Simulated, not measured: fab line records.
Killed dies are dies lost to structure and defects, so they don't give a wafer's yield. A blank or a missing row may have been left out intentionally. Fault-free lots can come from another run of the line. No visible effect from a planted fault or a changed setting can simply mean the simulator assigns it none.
Matching of chambers	flow nand-harc	4 sister chambers for NHARC_P_M0_DESCUM_14 on rie-diel-02
The step chemistry O2, time 3 s. 8 wafers are shown with their chamber, then 7 later ones without.

== WAFERS WITH THEIR CHAMBER ==
wafer	chamber	drypump-motor-current-A (A)	throttle-valve-pct (%)
L891.2	1	6.2	11.310
L892.4	2	5.4	11.304
L892.5	2	5.4	11.298
L890.1	0	5.7	11.317
L890.2	3	5.9	11.318
L890.6	0	5.7	11.313
L902.1	3	5.8	11.321
L902.2	1	6.2	11.323

== WAFERS WITH NO CHAMBER GIVEN ==
wafer	drypump-motor-current-A (A)	throttle-valve-pct (%)
L902.5	5.4	11.326
L904.2	6.2	11.290
L904.3	5.9	11.318
L904.4	5.5	11.312
L906.1	6.2	11.286
L906.5	5.9	11.319
L906.6	5.7	11.302

== EACH ONE'S CHAMBER ==
wafer	from the rows above	in truth
L902.5	2	2
L904.2	1	1
L904.3	3	3
L904.4	2	2
L906.1	1	1
L906.5	3	3
L906.6	0	0
Placed correctly: 7 of 7. Number that these rows cannot place: 0. Wrongly placed: 0.
How it was worked out, from the rows above alone: a wafer's distance from a chamber is the root of the sum, over the readings, of the square of ((its reading less the chamber's mean) divided by the reading's scatter). The wafer belongs to the nearest chamber; if the next one is less than 2 further off, it can't be placed. A chamber's mean is the mean of its shown wafers. The scatter: the root of (the sum of the squares of (reading less its chamber's mean) over the shown wafers, divided by (wafers less chambers)).
